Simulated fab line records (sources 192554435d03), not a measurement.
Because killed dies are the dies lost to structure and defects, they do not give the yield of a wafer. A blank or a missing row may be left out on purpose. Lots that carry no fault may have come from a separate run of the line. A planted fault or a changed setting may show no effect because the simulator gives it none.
Which tool is to blame?    flow n5 finfet    Sampling: 9 lots, 27 wafers, 7 of 1938 route steps

## WHAT THE GAUGES SHOWED, per wafer
N5_FIN_SAQP_CD_MEAS_37: target cd 8 nm. Usual: cd nm at 8.15 nm, with a standard deviation of 0.27.
lot   measured     on         cd nm (nm)      flag
L759  day 2 07:57  cd sem-01  8.11 8.80 8.20  
L761  day 2 20:22  cd sem-01  8.07 7.91 8.57  
L768  day 4 14:01  cd sem-01  8.39 8.23 8.03  
L770  day 5 04:03  cd sem-02  8.64 8.09 7.92  
L771  day 5 08:34  cd sem-01  8.50 7.46 7.94  
L773  day 5 20:04  cd sem-02  7.69 8.42 8.27  
L775  day 6 07:55  cd sem-03  7.95 8.36 7.82  
L778  day 7 03:15  cd sem-01  7.75 8.09 7.93  
L781  day 7 21:57  cd sem-02  8.23 8.25 8.11  

N5_FIN_SAQP_INSPECT_40: inspects for defects (brightfield). Usual: raw defect count at 258, with a standard deviation of 77.
lot   measured     on                 raw defect count  flag
L759  day 2 08:05  defect inspect-01  188 271 272       
L761  day 2 20:29  defect inspect-01  182 175 178       
L768  day 4 14:08  defect inspect-02  272 272 252       
L770  day 5 04:11  defect inspect-01  284 247 202       
L771  day 5 08:43  defect inspect-01  1279 1307 1410    OFF
L773  day 5 20:12  defect inspect-01  219 230 217       
L775  day 6 08:02  defect inspect-02  1393 1414 1371    OFF
L778  day 7 03:23  defect inspect-02  343 287 352       
L781  day 7 22:05  defect inspect-01  251 238 185       

N5_FIN_CUT_INSPECT_10: inspects for defects (brightfield). Usual: raw defect count at 46, with a standard deviation of 12.
lot   measured     on                 raw defect count  flag
L759  day 2 08:35  defect inspect-01  36 55 36          
L761  day 2 21:01  defect inspect-02  32 50 33          
L768  day 4 14:32  defect inspect-02  45 46 41          
L770  day 5 04:34  defect inspect-01  44 36 22          
L771  day 5 09:13  defect inspect-01  1196 1199 1186    OFF
L773  day 5 20:35  defect inspect-02  46 60 37          
L775  day 6 08:26  defect inspect-02  1174 1188 1155    OFF
L778  day 7 03:46  defect inspect-02  64 51 67          
L781  day 7 22:29  defect inspect-02  46 50 41          

N5_BEOL_M4_RC_MEAS_101. Usual: DIBL_N 36.1 mV/V, standard deviation 1.6; DIBL_P 35.8 mV/V, standard deviation 2.1; IOFF_N 0.16 nA/um, standard deviation 0.031; IOFF_P 0.21 nA/um, standard deviation 0.034; ION_N 673 uA/um, standard deviation 12; ION_P 461 uA/um, standard deviation 7.2; SS_N 71.4 mV/dec, standard deviation 0.59; SS_P 73.3 mV/dec, standard deviation 0.63; VT_N 250 mV, standard deviation 3.1; VT_P -250 mV, standard deviation 3.3.
lot   measured      on         DIBL_N (mV/V)   DIBL_P (mV/V)   IOFF_N (nA/um)  IOFF_P (nA/um)  ION_N (uA/um)  ION_P (uA/um)  SS_N (mV/dec)   SS_P (mV/dec)   VT_N (mV)    VT_P (mV)       flag
L759  day 8 07:31   prober-01  35.3 38.5 36.4  35.4 38.8 37.1  0.15 0.21 0.16  0.19 0.24 0.23  674 687 674    457 461 465    71.6 72.6 71.7  73.0 73.6 73.4  249 245 250  -251 -249 -247  
L761  day 8 12:54   prober-02  34.4 36.0 36.2  35.0 36.9 36.9  0.13 0.16 0.16  0.17 0.21 0.20  658 686 670    451 467 457    70.6 71.6 71.4  73.4 73.6 73.9  253 250 250  -252 -251 -253  
L768  day 10 18:57  prober-01  35.4 35.0 35.7  36.1 35.7 36.6  0.14 0.14 0.14  0.17 0.17 0.18  667 676 664    452 460 452    71.0 71.0 71.4  73.5 72.2 73.3  253 251 254  -256 -255 -255  
L770  day 11 10:46  prober-01  36.6 36.2 33.7  36.1 34.7 32.1  0.16 0.15 0.12  0.22 0.19 0.16  667 665 658    463 457 448    71.8 71.3 70.5  73.7 72.7 72.8  249 253 252  -248 -249 -251  
L771  day 11 15:33  prober-01  37.8 34.7 35.8  38.7 34.4 36.0  0.20 0.13 0.15  0.28 0.20 0.23  680 676 672    468 463 462    71.4 71.5 71.4  73.7 73.3 73.7  248 253 249  -247 -250 -250  
L773  day 11 19:40  prober-01  35.4 33.9 32.9  35.8 34.5 33.4  0.15 0.13 0.11  0.21 0.18 0.17  672 656 646    465 454 457    71.2 70.8 70.6  73.1 72.5 72.7  249 254 253  -250 -250 -252  
L775  day 14 08:28  prober-01  36.0 35.1 37.1  35.9 33.0 36.0  0.17 0.16 0.18  0.24 0.19 0.23  672 687 669    463 470 461    71.7 71.0 71.3  73.3 72.7 73.4  250 248 246  -246 -250 -248  
L778  day 13 07:11  prober-02  35.3 37.0 37.0  34.9 37.4 35.8  0.15 0.18 0.18  0.23 0.26 0.23  667 670 675    470 470 465    71.1 71.5 71.3  73.2 73.6 73.6  253 247 249  -247 -247 -247  
L781  day 13 22:20  prober-02  34.9 35.4 36.7  36.0 36.3 38.3  0.16 0.17 0.21  0.20 0.21 0.24  682 674 688    463 461 463    71.6 71.3 72.0  73.4 74.2 73.9  248 248 242  -247 -248 -248  

## EACH LOT AND THE TOOL THAT RAN IT (in order: tool; ch and the chambers of the sampled wafers; start)
lot   N5_FIN_SAQP_RECESS_63              N5_FIN_SAQP_RECESS_71              N5_FIN_SAQP_FIN_ETCH_36
L759  vapor etch-01 ch 0,1, day 2 06:07  vapor etch-01 ch 0,1, day 2 06:49  rie si-02 ch 0,3, day 2 07:50
L761  vapor etch-02 ch 0, day 2 18:34    vapor etch-01 ch 1, day 2 19:14    rie si-04 ch 1,3, day 2 20:14
L768  vapor etch-01 ch 0,1, day 4 12:16  vapor etch-01 ch 0,1, day 4 12:52  rie si-01 ch 1,2,3, day 4 13:53
L770  vapor etch-02 ch 0, day 5 02:09    vapor etch-01 ch 1, day 5 02:51    rie si-04 ch 0,2,3, day 5 03:56
L771  vapor etch-02 ch 0,1, day 5 06:44  vapor etch-01 ch 0,1, day 5 07:20  rie si-04 ch 0,1,3, day 5 08:28
L773  vapor etch-02 ch 0,1, day 5 18:20  vapor etch-02 ch 0,1, day 5 18:56  rie si-01 ch 0,3, day 5 19:56
L775  vapor etch-02 ch 0,1, day 6 06:13  vapor etch-01 ch 0,1, day 6 06:47  rie si-02 ch 1,3, day 6 07:47
L778  vapor etch-01 ch 0,1, day 7 00:55  vapor etch-02 ch 0, day 7 01:37    rie si-02 ch 0,1, day 7 03:08
L781  vapor etch-01 ch 0,1, day 7 20:05  vapor etch-02 ch 0,1, day 7 20:37  rie si-01 ch 1,2, day 7 21:49
- N5_FIN_SAQP_RECESS_63: chemistry HF/NH3, target SiO2, target depth 18 nm, afs cycles 3, sublimation time 60 s.
- N5_FIN_SAQP_RECESS_71: chemistry HF/NH3, target SiO2, target depth 3 nm, afs cycles 1, sublimation time 60 s.
- N5_FIN_SAQP_FIN_ETCH_36: etches the open film in HBr/Cl2/O2, target depth 120 nm, time 50.4 s.

## WHAT THE TOOLS THEMSELVES READ (means of the sampled wafers that have a number; where no wafer has one, the mark that the record gives instead)
N5_FIN_SAQP_RECESS_63. Usual: drypump motor current A 5.6 A, standard deviation 0.38; sublimation temp c 180.01 C, standard deviation 0.13.
lot   tool           drypump motor current A (A)  sublimation temp c (C)  flag
L759  vapor etch-01  5.3                          180.07                  
L761  vapor etch-02  5.3                          179.89                  
L768  vapor etch-01  5.5                          179.90                  
L770  vapor etch-02  5.3                          180.00                  
L771  vapor etch-02  5.6                          180.07                  
L773  vapor etch-02  5.9                          179.99                  
L775  vapor etch-02  5.6                          180.06                  
L778  vapor etch-01  5.3                          180.03                  
L781  vapor etch-01  5.3                          179.95                  

N5_FIN_SAQP_RECESS_71. Usual: drypump motor current A 5.6 A, standard deviation 0.41; sublimation temp c 180.01 C, standard deviation 0.15.
lot   tool           drypump motor current A (A)  sublimation temp c (C)  flag
L759  vapor etch-01  5.5                          180.16                  
L761  vapor etch-01  5.6                          179.90                  
L768  vapor etch-01  5.5                          179.88                  
L770  vapor etch-01  5.6                          179.95                  
L771  vapor etch-01  5.5                          180.08                  
L773  vapor etch-02  5.6                          179.96                  
L775  vapor etch-01  5.4                          180.09                  
L778  vapor etch-02  5.3                          179.92                  
L781  vapor etch-02  5.6                          180.18                  

N5_FIN_SAQP_FIN_ETCH_36. Usual: drypump motor current A 6.0 A, standard deviation 0.43; oes_o_777_au 0.98 a.u., standard deviation 0.041; oes product au 1.001 a.u., standard deviation 0.018; throttle valve pct 35.94 %, standard deviation 0.28.
lot   tool       drypump motor current A (A)  oes_o_777_au (a.u.)  oes product au (a.u.)  throttle valve pct (%)  flag
L759  rie si-02  6.3                          0.95                 1.003                  35.91                   
L761  rie si-04  6.0                          0.97                 0.994                  35.89                   
L768  rie si-01  5.4                          1.02                 1.001                  36.24                   
L770  rie si-04  5.9                          0.98                 0.994                  35.89                   
L771  rie si-04  6.1                          0.97                 0.989                  35.99                   
L773  rie si-01  5.9                          0.99                 0.993                  36.16                   
L775  rie si-02  5.8                          1.00                 1.015                  35.88                   
L778  rie si-02  5.7                          0.96                 1.004                  35.60                   
L781  rie si-01  5.4                          1.03                 1.016                  35.98                   

## THE ANSWER, worked out from the rows above alone
Rule: take the mean of a lot's wafers that have a number; if it is more than 3 standard deviations from the usual mean, the lot is off. A lot without any number at a reading at which 4 lots or more have one is off too. Where the step has rows for the other lots, those lots are counted as sound. After the gauges, taken in route order, come the tools' own readings; for these a lot's mean is taken, as printed above. At the first step where some lot is off, the reading lying furthest off is the one used; lots without a number count as furthest.
Off: L771, L775, at N5_FIN_SAQP_INSPECT_40 (raw defect count).
A tool fits if, at a process step before that reading, it ran every lot that is off, and no sound lot after the first of them. Gauges at N5_FIN_SAQP_INSPECT_40: tried the same way as those tools. One fits: N5_FIN_SAQP_RECESS_71 on vapor etch-01. A fault onset in the window from L770 (day 5 02:51, its last sound lot) to L771 (day 5 07:20, its first lot off) fits.

## WHAT HAD BEEN PUT IN BY THE SIMULATOR
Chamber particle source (vapor etch-01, N5_FIN_SAQP_RECESS_71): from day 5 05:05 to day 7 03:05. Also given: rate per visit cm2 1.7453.
Shown lots that were struck: L771, L775. Same finding as the rule above.
